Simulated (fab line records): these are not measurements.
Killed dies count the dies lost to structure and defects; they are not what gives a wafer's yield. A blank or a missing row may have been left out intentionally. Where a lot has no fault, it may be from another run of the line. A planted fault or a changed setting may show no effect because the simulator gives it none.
Chamber matching | flow nandHarc | NHARC_P_M0_PRE_CLEAN_31 on pecvd-01 has 3 sister chambers
The step time 12 s. 3 wafers are shown with their chamber, then 12 later ones without.

== WAFERS WITH THEIR CHAMBER ==
wafer  | chamber | heaterPowerW (W)
L083.2 | 1       | 753
L087.2 | 2       | 564
L087.4 | 0       | 649

== WAFERS WITH NO CHAMBER GIVEN ==
wafer  | heaterPowerW (W)
L088.1 | 641
L088.3 | 728
L088.4 | 712
L090.1 | 580
L090.2 | 717
L090.4 | 725
L091.1 | 699
L091.3 | 741
L091.5 | 692
L097.2 | 559
L097.4 | 651
L097.5 | 569

== CHAMBER TAKEN BY EACH ==
wafer  | from the rows above     | in truth
L088.1 | 0                       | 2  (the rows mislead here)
L088.3 | can't be placed: 1 or 0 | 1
L088.4 | can't be placed: 1 or 0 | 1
L090.1 | can't be placed: 2 or 0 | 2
L090.2 | can't be placed: 1 or 0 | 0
L090.4 | can't be placed: 1 or 0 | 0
L091.1 | can't be placed: 0 or 1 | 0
L091.3 | 1                       | 1
L091.5 | can't be placed: 0 or 1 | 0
L097.2 | 2                       | 2
L097.4 | 0                       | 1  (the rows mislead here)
L097.5 | 2                       | 2
Placed correctly: 3 of 12. Cannot be placed on the basis of these rows: 7; the candidates contain the true chamber in 7. Number placed wrongly: 2.
How it was worked out, from the rows above alone: a wafer's distance from a chamber is the root of the sum, over the readings, of the square of ((its reading less the chamber's mean) divided by the reading's scatter). If the next closest chamber is less than 2 further off than the closest, the wafer can't be placed; otherwise it belongs to the closest. A chamber's mean is the mean of its shown wafers. The scatter (one wafer shown for each chamber): square how far every hidden wafer sits from the nearest shown wafer, average those squares and take the square root.
